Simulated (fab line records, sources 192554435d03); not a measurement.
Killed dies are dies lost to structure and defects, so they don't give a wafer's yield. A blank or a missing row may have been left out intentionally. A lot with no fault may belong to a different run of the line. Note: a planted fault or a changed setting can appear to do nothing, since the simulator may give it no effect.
Lot-split experiment || flow n5-finfet || 7 lots, 21 wafers read, on a route of 1938 steps

SPLIT DETAILS
At N5_MOL_CONTACT_COAG_EXPOSE_37 (exposes mask VD, defocus 0 nm), the setting dose-mj was moved away from the recipe's 62 on 7 of the 21 wafers read, by -6.8% to +2.0%. For the rest of the wafers, this setting stayed at what the recipe calls for.

FROM THE SPLIT TO THE READING: what the file shows between them, 2 steps
- N5_MOL_CONTACT_COAG_PEB_38: peb time 60 s
- N5_MOL_CONTACT_COAG_DEVELOP_39: develop time 30 s

THE READING
cd-nm, in nm, at N5_MOL_CONTACT_COAG_CD_MEAS_40 (target cd 25.1 nm). Fault-free wafers of this fab line usually give 25.08 nm, standard deviation 0.23 nm.

{"wafer": "L076.3", "tool, chamber at the split": "euv-scanner-02, 0", "dose-mj as run": 62, "against the recipe": "recipe", "cd-nm, nm": 24.94, "against lot-mates on the recipe": "-"}
{"wafer": "L076.4", "tool, chamber at the split": "euv-scanner-02, 0", "dose-mj as run": 62, "against the recipe": "recipe", "cd-nm, nm": 24.82, "against lot-mates on the recipe": "-"}
{"wafer": "L076.6", "tool, chamber at the split": "euv-scanner-02, 0", "dose-mj as run": 60.65, "against the recipe": "-2.2%", "cd-nm, nm": 24.56, "against lot-mates on the recipe": -0.32}
{"wafer": "L078.2", "tool, chamber at the split": "euv-scanner-02, 0", "dose-mj as run": 58.09, "against the recipe": "-6.3%", "cd-nm, nm": 23.69, "against lot-mates on the recipe": -1.38}
{"wafer": "L078.3", "tool, chamber at the split": "euv-scanner-02, 0", "dose-mj as run": 62, "against the recipe": "recipe", "cd-nm, nm": 25.24, "against lot-mates on the recipe": "-"}
{"wafer": "L078.5", "tool, chamber at the split": "euv-scanner-02, 0", "dose-mj as run": 62, "against the recipe": "recipe", "cd-nm, nm": 24.90, "against lot-mates on the recipe": "-"}
{"wafer": "L081.1", "tool, chamber at the split": "euv-scanner-01, 0", "dose-mj as run": 57.77, "against the recipe": "-6.8%", "cd-nm, nm": 23.96, "against lot-mates on the recipe": -1.22}
{"wafer": "L081.5", "tool, chamber at the split": "euv-scanner-01, 0", "dose-mj as run": 62, "against the recipe": "recipe", "cd-nm, nm": 25.18, "against lot-mates on the recipe": "-"}
{"wafer": "L081.6", "tool, chamber at the split": "euv-scanner-01, 0", "dose-mj as run": 57.77, "against the recipe": "-6.8%", "cd-nm, nm": 23.65, "against lot-mates on the recipe": -1.53}
{"wafer": "L082.1", "tool, chamber at the split": "euv-scanner-01, 0", "dose-mj as run": 62, "against the recipe": "recipe", "cd-nm, nm": 24.91, "against lot-mates on the recipe": "-"}
{"wafer": "L082.4", "tool, chamber at the split": "euv-scanner-01, 0", "dose-mj as run": 62, "against the recipe": "recipe", "cd-nm, nm": 25.00, "against lot-mates on the recipe": "-"}
{"wafer": "L082.5", "tool, chamber at the split": "euv-scanner-01, 0", "dose-mj as run": 62, "against the recipe": "recipe", "cd-nm, nm": 25.21, "against lot-mates on the recipe": "-"}
{"wafer": "L083.1", "tool, chamber at the split": "euv-scanner-01, 0", "dose-mj as run": 60.04, "against the recipe": "-3.2%", "cd-nm, nm": 24.87, "against lot-mates on the recipe": -0.34}
{"wafer": "L083.4", "tool, chamber at the split": "euv-scanner-01, 0", "dose-mj as run": 60.04, "against the recipe": "-3.2%", "cd-nm, nm": 24.56, "against lot-mates on the recipe": -0.65}
{"wafer": "L083.6", "tool, chamber at the split": "euv-scanner-01, 0", "dose-mj as run": 62, "against the recipe": "recipe", "cd-nm, nm": 25.21, "against lot-mates on the recipe": "-"}
{"wafer": "L088.1", "tool, chamber at the split": "euv-scanner-01, 0", "dose-mj as run": 62, "against the recipe": "recipe", "cd-nm, nm": 25.18, "against lot-mates on the recipe": "-"}
{"wafer": "L088.2", "tool, chamber at the split": "euv-scanner-01, 0", "dose-mj as run": 63.24, "against the recipe": "+2.0%", "cd-nm, nm": 25.71, "against lot-mates on the recipe": "+0.54"}
{"wafer": "L088.6", "tool, chamber at the split": "euv-scanner-01, 0", "dose-mj as run": 62, "against the recipe": "recipe", "cd-nm, nm": 25.16, "against lot-mates on the recipe": "-"}
{"wafer": "L093.1", "tool, chamber at the split": "euv-scanner-02, 0", "dose-mj as run": 62, "against the recipe": "recipe", "cd-nm, nm": 25.51, "against lot-mates on the recipe": "-"}
{"wafer": "L093.4", "tool, chamber at the split": "euv-scanner-02, 0", "dose-mj as run": 62, "against the recipe": "recipe", "cd-nm, nm": 25.02, "against lot-mates on the recipe": "-"}
{"wafer": "L093.5", "tool, chamber at the split": "euv-scanner-02, 0", "dose-mj as run": 62, "against the recipe": "recipe", "cd-nm, nm": 25.07, "against lot-mates on the recipe": "-"}

FIT RESULTS
A straight line over all 21 wafers: cd-nm changes by +0.198 nm for each +1% of dose-mj; r = +0.94; the points scatter about the line by 0.19 nm.
The same after taking each lot's own level away (the mean of its wafers on the recipe; 21 wafers): +0.204 nm for each +1%; r = +0.96; scatter 0.15 nm.
According to that fit, moving dose-mj by its largest amount changes the reading by 1.4 nm.
Across the lots, their own levels run from 24.880 to 25.210 nm, a range of 1.4 times the standard deviation given above.
The two slopes are in agreement: the lot-to-lot level therefore moves the slope only a little.
Check: -1.43 nm against its lot-mates is what the line predicts for one of the wafers moved furthest among these (-6.8%) when that wafer is left out of the fit. Against them it came out at -1.22 nm.

OTHER SPLITS ON THESE WAFERS
Note: prior to the reading, these wafers also went through further splits. Each is held against what the fit with the lots' levels taken away leaves over:
{"other split on the same wafers": "N5_SD_EPI_P_EXPOSE_06 dose-mj", "wafers away from the commonest value": 8, "r with cd-nm (lot level and that fit taken away)": "+0.08"}
{"other split on the same wafers": "N5_HKMG_FIN_ETCH_35 time-s", "wafers away from the commonest value": 7, "r with cd-nm (lot level and that fit taken away)": -0.29}
{"other split on the same wafers": "N5_MOL_CONTACT_COAG_CONTACT_ETCH_14 source-w", "wafers away from the commonest value": 8, "r with cd-nm (lot level and that fit taken away)": "+0.36"}
{"other split on the same wafers": "N5_MOL_CONTACT_COAG_COAT_34 spin-rpm", "wafers away from the commonest value": 6, "r with cd-nm (lot level and that fit taken away)": "+0.33"}

THE FILE'S OWN FIT
cd-nm changes by +0.204 nm for each +1% of dose-mj, r = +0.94.
